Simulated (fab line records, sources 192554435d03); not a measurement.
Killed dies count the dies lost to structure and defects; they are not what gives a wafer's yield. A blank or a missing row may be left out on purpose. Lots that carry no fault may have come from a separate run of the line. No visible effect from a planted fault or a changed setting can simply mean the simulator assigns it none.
Which tool is to blame?	flow n5_finfet	24 lots with 72 wafers sampled at 6 steps, on a route of 1938 steps

WHAT THE GAUGES SHOWED, per wafer
N5_BEOL_M5_THK_MEAS_53: measures by xrf.
lot	measured	on	M5_THK (nm)
L074	day 8 10:02	film_metro-01	58.6 60.6 60.1
L075	day 8 11:46	film_metro-01	59.3 59.6 58.2
L076	day 8 18:46	film_metro-01	59.4 60.7 61.1
L077	day 8 19:05	film_metro-02	58.8 60.6 59.8
L078	day 9 07:48	film_metro-02	60.1 60.9 59.6
L080	day 9 12:31	film_metro-02	60.6 59.4 60.8
L079	day 9 15:19	film_metro-01	62.6 61.0 62.4
L081	day 9 17:02	film_metro-01	58.9 59.2 59.0
L082	day 10 00:47	film_metro-02	58.9 60.5 60.5
L083	day 10 17:49	film_metro-01	61.7 58.2 60.0
L084	day 10 22:58	film_metro-01	62.9 61.4 59.0
L086	day 10 23:14	film_metro-02	59.2 60.8 61.7
L085	day 11 04:27	film_metro-01	59.7 59.3 60.3
L087	day 11 12:52	film_metro-02	61.0 60.1 59.3
L088	day 12 01:29	film_metro-01	56.5 60.2 61.6
L089	day 12 01:07	film_metro-02	59.2 60.6 58.8
L090	day 12 06:31	film_metro-02	61.8 62.0 62.2
L091	day 12 06:47	film_metro-01	58.5 61.2 58.1
L093	day 13 00:01	film_metro-01	60.3 61.6 60.0
L092	day 13 06:35	film_metro-01	59.5 58.7 57.4
L094	day 13 10:21	film_metro-01	59.7 59.0 64.0
L095	day 14 02:09	film_metro-01	62.0 60.0 61.2
L096	day 14 15:42	film_metro-02	62.7 59.8 62.9
L097	day 14 15:56	film_metro-02	60.8 60.8 59.8

EACH LOT AND THE TOOL THAT RAN IT (in order: tool; ch and the chambers of the sampled wafers; start)
lot	N5_BEOL_M4_ANNEAL_89	N5_BEOL_M5_HM_DEP_02	N5_BEOL_M5_DESCUM_16	N5_BEOL_M5_STRIP_91	N5_BEOL_M5_DEGAS_44
L074	pvd_sputter-03, day 7 20:29	pvd_sputter-02, day 8 00:05	rie_diel-05 ch 0,1,2, day 8 00:40	rie_diel-06 ch 2,3, day 8 02:30 or earlier	pvd_sputter-01, day 8 02:30
L075	pvd_sputter-01, day 7 21:55	pvd_sputter-03, day 8 02:07	rie_diel-04 ch 0,1,3, day 8 02:41	rie_diel-06 ch 0,1,2, day 8 05:17 or earlier	pvd_sputter-02, day 8 05:17
L076	pvd_sputter-01, day 8 03:50	pvd_sputter-03, day 8 09:35	rie_diel-06 ch 2,3, day 8 10:06	rie_diel-05 ch 0,1,2, day 8 13:02 or earlier	pvd_sputter-03, day 8 13:02
L077	pvd_sputter-02, day 8 04:18	pvd_sputter-03, day 8 09:47	rie_diel-06 ch 2,3, day 8 10:20	rie_diel-06 ch 0,3, day 8 13:07 or earlier	pvd_sputter-02, day 8 13:07
L078	pvd_sputter-02, day 8 19:00	pvd_sputter-03, day 8 23:09	rie_diel-05 ch 0,3, day 8 23:53	rie_diel-06 ch 1,2,3, day 9 02:06 or earlier	pvd_sputter-03, day 9 02:06
L080	pvd_sputter-03, day 8 22:03	pvd_sputter-02, day 9 02:05	rie_diel-06 ch 0,3, day 9 02:40	rie_diel-06 ch 0,1, day 9 06:23 or earlier	pvd_sputter-02, day 9 06:23
L079	pvd_sputter-01, day 8 23:32	pvd_sputter-02, day 9 05:08	rie_diel-04 ch 0,1,3, day 9 05:40	rie_diel-04 ch 0,2,3, day 9 07:51 or earlier	pvd_sputter-01, day 9 07:51
L081	pvd_sputter-01, day 9 01:35	pvd_sputter-02, day 9 06:13	rie_diel-06 ch 1,2,3, day 9 08:25	rie_diel-06 ch 0,1,3, day 9 11:08 or earlier	pvd_sputter-02, day 9 11:08
L082	pvd_sputter-01, day 9 09:01	pvd_sputter-01, day 9 15:04	rie_diel-05 ch 0,2,3, day 9 15:35	rie_diel-04 ch 0,1, day 9 17:45 or earlier	pvd_sputter-03, day 9 17:45
L083	pvd_sputter-01, day 10 04:08	pvd_sputter-03, day 10 08:50	rie_diel-05 ch 0,3, day 10 09:30	rie_diel-05 ch 1,2, day 10 12:05 or earlier	pvd_sputter-03, day 10 12:05
L084	pvd_sputter-02, day 10 07:57	pvd_sputter-03, day 10 12:19	rie_diel-05 ch 0,3, day 10 12:50	rie_diel-04 ch 0,2,3, day 10 16:58 or earlier	pvd_sputter-03, day 10 16:58
L086	pvd_sputter-01, day 10 09:23	pvd_sputter-01, day 10 12:55	rie_diel-04 ch 1,2, day 10 13:26	rie_diel-04 ch 1,2,3, day 10 17:03 or earlier	pvd_sputter-03, day 10 17:03
L085	pvd_sputter-01, day 10 14:30	pvd_sputter-02, day 10 18:47	rie_diel-05 ch 1,3, day 10 19:26	rie_diel-06 ch 0,2, day 10 22:33 or earlier	pvd_sputter-02, day 10 22:33
L087	pvd_sputter-03, day 11 00:08	pvd_sputter-03, day 11 04:05	rie_diel-04 ch 0,2,3, day 11 04:37	rie_diel-06 ch 0,2,3, day 11 07:01 or earlier	pvd_sputter-01, day 11 07:01
L088	pvd_sputter-03, day 11 01:58	pvd_sputter-01, day 11 06:44	rie_diel-04 ch 0,2,3, day 11 07:34	rie_diel-05 ch 0,1,3, day 11 11:25 or earlier	pvd_sputter-03, day 11 11:25
L089	pvd_sputter-02, day 11 10:43	pvd_sputter-03, day 11 15:12	rie_diel-04 ch 0,3, day 11 15:43	rie_diel-05 ch 0,3, day 11 19:23 or earlier	pvd_sputter-01, day 11 19:23
L090	pvd_sputter-01, day 11 13:26	pvd_sputter-03, day 11 18:10	rie_diel-04 ch 2,3, day 11 18:41	rie_diel-04 ch 0,2, day 12 00:46 or earlier	pvd_sputter-02, day 12 00:46
L091	pvd_sputter-01, day 11 15:59	pvd_sputter-03, day 11 19:39	rie_diel-04 ch 0,2,3, day 11 20:18	rie_diel-04 ch 0,3, day 12 01:04 or earlier	pvd_sputter-01, day 12 01:04
L093	pvd_sputter-01, day 12 10:42	pvd_sputter-03, day 12 14:52	rie_diel-06 ch 0,1,2, day 12 15:39	rie_diel-04 ch 0,2,3, day 12 18:11 or earlier	pvd_sputter-02, day 12 18:11
L092	pvd_sputter-02, day 12 16:26	pvd_sputter-02, day 12 20:46	rie_diel-05 ch 0,1,3, day 12 21:17	rie_diel-06 ch 0,2,3, day 13 00:20 or earlier	pvd_sputter-02, day 13 00:20
L094	pvd_sputter-01, day 12 17:49	pvd_sputter-02, day 12 23:37	rie_diel-05 ch 1,3, day 13 01:09	rie_diel-06 ch 0,2,3, day 13 03:49 or earlier	pvd_sputter-03, day 13 03:49
L095	pvd_sputter-03, day 13 10:56	pvd_sputter-02, day 13 17:05	rie_diel-05 ch 0,2,3, day 13 17:56	rie_diel-04 ch 0,3, day 13 20:21 or earlier	pvd_sputter-03, day 13 20:21
L096	pvd_sputter-03, day 14 00:44	pvd_sputter-02, day 14 05:16	rie_diel-06 ch 0,1,2, day 14 05:54	rie_diel-04 ch 0,2,3, day 14 09:42 or earlier	pvd_sputter-02, day 14 09:42
L097	pvd_sputter-02, day 14 00:49	pvd_sputter-03, day 14 05:22	rie_diel-06 ch 0,1,2, day 14 06:08	rie_diel-05 ch 0,1,2, day 14 09:44 or earlier	pvd_sputter-01, day 14 09:44
- N5_BEOL_M4_ANNEAL_89: time 240 s.
- N5_BEOL_M5_HM_DEP_02: deposits TiN, target thk 20 nm.
- N5_BEOL_M5_DESCUM_16: chemistry O2, time 7 s.
- N5_BEOL_M5_STRIP_91: strips in N2/H2, time 10 s.
- N5_BEOL_M5_DEGAS_44: time 60 s.

WHAT THE TOOLS THEMSELVES READ (means of the sampled wafers that have a number; where no wafer has one, the mark that the record gives instead)
N5_BEOL_M4_ANNEAL_89.
lot	tool	heater_power_w (W)	susceptor_temp_C_max
L074	pvd_sputter-03	829	401.2
L075	pvd_sputter-01	828	401.2
L076	pvd_sputter-01	767	401.2
L077	pvd_sputter-02	833	400.9
L078	pvd_sputter-02	858	400.9
L080	pvd_sputter-03	862	400.8
L079	pvd_sputter-01	771	401.1
L081	pvd_sputter-01	773	401.2
L082	pvd_sputter-01	800	401.0
L083	pvd_sputter-01	793	400.7
L084	pvd_sputter-02	855	400.7
L086	pvd_sputter-01	851	400.9
L085	pvd_sputter-01	812	401.0
L087	pvd_sputter-03	788	401.0
L088	pvd_sputter-03	892	401.0
L089	pvd_sputter-02	868	401.0
L090	pvd_sputter-01	753	401.1
L091	pvd_sputter-01	818	400.9
L093	pvd_sputter-01	826	401.0
L092	pvd_sputter-02	855	400.8
L094	pvd_sputter-01	825	401.3
L095	pvd_sputter-03	969	400.5
L096	pvd_sputter-03	724	401.1
L097	pvd_sputter-02	858	400.9

N5_BEOL_M5_HM_DEP_02.
lot	tool	throttle_valve_pct (%)
L074	pvd_sputter-02	31.1
L075	pvd_sputter-03	30.6
L076	pvd_sputter-03	30.1
L077	pvd_sputter-03	30.2
L078	pvd_sputter-03	30.1
L080	pvd_sputter-02	31.2
L079	pvd_sputter-02	30.9
L081	pvd_sputter-02	31.3
L082	pvd_sputter-01	31.4
L083	pvd_sputter-03	30.3
L084	pvd_sputter-03	30.3
L086	pvd_sputter-01	30.9
L085	pvd_sputter-02	31.1
L087	pvd_sputter-03	29.6
L088	pvd_sputter-01	30.8
L089	pvd_sputter-03	30.6
L090	pvd_sputter-03	30.3
L091	pvd_sputter-03	30.1
L093	pvd_sputter-03	30.3
L092	pvd_sputter-02	31.4
L094	pvd_sputter-02	31.1
L095	pvd_sputter-02	31.6
L096	pvd_sputter-02	30.9
L097	pvd_sputter-03	30.5

N5_BEOL_M5_DESCUM_16.
lot	tool	drypump_motor_current_A (A)	oes_product_au (a.u.)	rf_vpp_V (V)	showerhead_plenum_p_Torr (Torr)	throttle_valve_pct (%)
L074	rie_diel-05	5.5	0.77	243.2	2.09	20.56
L075	rie_diel-04	5.5	0.77	242.9	2.09	20.56
L076	rie_diel-06	5.7	0.73	244.9	2.17	20.42
L077	rie_diel-06	5.7	0.73	244.2	2.17	20.42
L078	rie_diel-05	5.7	0.78	242.3	2.07	20.42
L080	rie_diel-06	5.6	0.71	243.9	2.15	20.29
L079	rie_diel-04	5.5	0.76	242.9	2.09	20.57
L081	rie_diel-06	5.6	0.73	243.3	2.12	20.48
L082	rie_diel-05	5.6	0.79	242.3	2.10	20.45
L083	rie_diel-05	5.9	0.75	243.2	2.12	20.64
L084	rie_diel-05	5.8	0.78	242.5	2.07	20.44
L086	rie_diel-04	6.3	0.84	243.6	2.08	20.58
L085	rie_diel-05	5.6	0.74	241.7	2.00	20.48
L087	rie_diel-04	5.7	0.84	242.9	2.06	20.63
L088	rie_diel-04	5.7	0.82	242.9	2.05	20.62
L089	rie_diel-04	5.4	0.79	242.4	2.05	20.62
L090	rie_diel-04	6.0	0.87	242.3	2.05	20.66
L091	rie_diel-04	5.7	0.82	243.4	2.05	20.63
L093	rie_diel-06	5.8	0.78	242.5	2.10	20.42
L092	rie_diel-05	5.7	0.73	243.0	2.05	20.59
L094	rie_diel-05	5.5	0.72	240.6	2.00	20.51
L095	rie_diel-05	5.6	0.77	242.4	2.09	20.49
L096	rie_diel-06	5.8	0.76	242.8	2.09	20.44
L097	rie_diel-06	5.8	0.76	242.5	2.09	20.45

N5_BEOL_M5_STRIP_91.
lot	tool	drypump_motor_current_A (A)	oes_product_au (a.u.)	rf_vpp_V (V)	showerhead_plenum_p_Torr (Torr)	throttle_valve_pct (%)
L074	rie_diel-06	5.7	0.72	59.6	2.63	23.41
L075	rie_diel-06	5.8	0.72	58.8	2.56	23.56
L076	rie_diel-05	5.5	0.77	59.6	2.54	23.71
L077	rie_diel-06	5.4	0.73	59.7	2.63	23.29
L078	rie_diel-06	5.7	0.74	58.6	2.56	23.43
L080	rie_diel-06	5.8	0.72	58.7	2.49	23.60
L079	rie_diel-04	5.7	0.86	58.5	2.50	23.80
L081	rie_diel-06	5.6	0.72	60.3	2.56	23.45
L082	rie_diel-04	5.7	0.76	59.7	2.52	23.64
L083	rie_diel-05	5.4	0.76	59.0	2.46	23.68
L084	rie_diel-04	5.7	0.84	58.5	2.49	23.81
L086	rie_diel-04	5.8	0.79	59.3	2.54	23.77
L085	rie_diel-06	5.8	0.88	59.6	2.61	23.38
L087	rie_diel-06	5.7	0.80	59.6	2.62	23.33
L088	rie_diel-05	5.7	0.74	58.8	2.49	23.75
L089	rie_diel-05	5.9	0.73	59.7	2.56	23.82
L090	rie_diel-04	6.2	0.87	59.2	2.47	23.72
L091	rie_diel-04	5.3	0.77	59.2	2.52	23.94
L093	rie_diel-04	5.7	0.81	58.7	2.49	23.83
L092	rie_diel-06	5.6	0.79	59.0	2.62	23.37
L094	rie_diel-06	5.6	0.78	58.8	2.61	23.37
L095	rie_diel-04	5.3	0.77	58.8	2.51	23.95
L096	rie_diel-04	5.8	0.81	58.2	2.48	23.85
L097	rie_diel-05	5.5	0.73	59.5	2.52	23.77

N5_BEOL_M5_DEGAS_44.
lot	tool	heater_power_w (W)
L074	pvd_sputter-01	334
L075	pvd_sputter-02	338
L076	pvd_sputter-03	327
L077	pvd_sputter-02	349
L078	pvd_sputter-03	311
L080	pvd_sputter-02	344
L079	pvd_sputter-01	301
L081	pvd_sputter-02	356
L082	pvd_sputter-03	365
L083	pvd_sputter-03	374
L084	pvd_sputter-03	341
L086	pvd_sputter-03	349
L085	pvd_sputter-02	332
L087	pvd_sputter-01	338
L088	pvd_sputter-03	313
L089	pvd_sputter-01	316
L090	pvd_sputter-02	336
L091	pvd_sputter-01	291
L093	pvd_sputter-02	336
L092	pvd_sputter-02	340
L094	pvd_sputter-03	374
L095	pvd_sputter-03	353
L096	pvd_sputter-02	339
L097	pvd_sputter-01	341

THE ANSWER, worked out from the rows above alone
Rule: the lots themselves supply what counts as usual. The widest of any qualifying gaps counts: lots, ordered by their means at a reading, are off when they make up no more than a third of the lots, leave a main group of 4 or more, and stand apart from it by 3 or more times the standard deviation of that group's means. A main group is skipped when, at the precision printed for the reading in the tables above, its means are all equal. Also off: a lot with no number at a reading for which 4 or more lots have one. Where the step has rows for the other lots, those lots are counted as sound. First the gauges in route order, then the tools' own readings, where a lot's mean is used as printed above. At the first step where some lot is off, the reading lying furthest off is the one used; lots without a number count as furthest.
None of the lots is off at any reading shown; this tells nothing.

WHAT WAS PUT IN BY THE SIMULATOR
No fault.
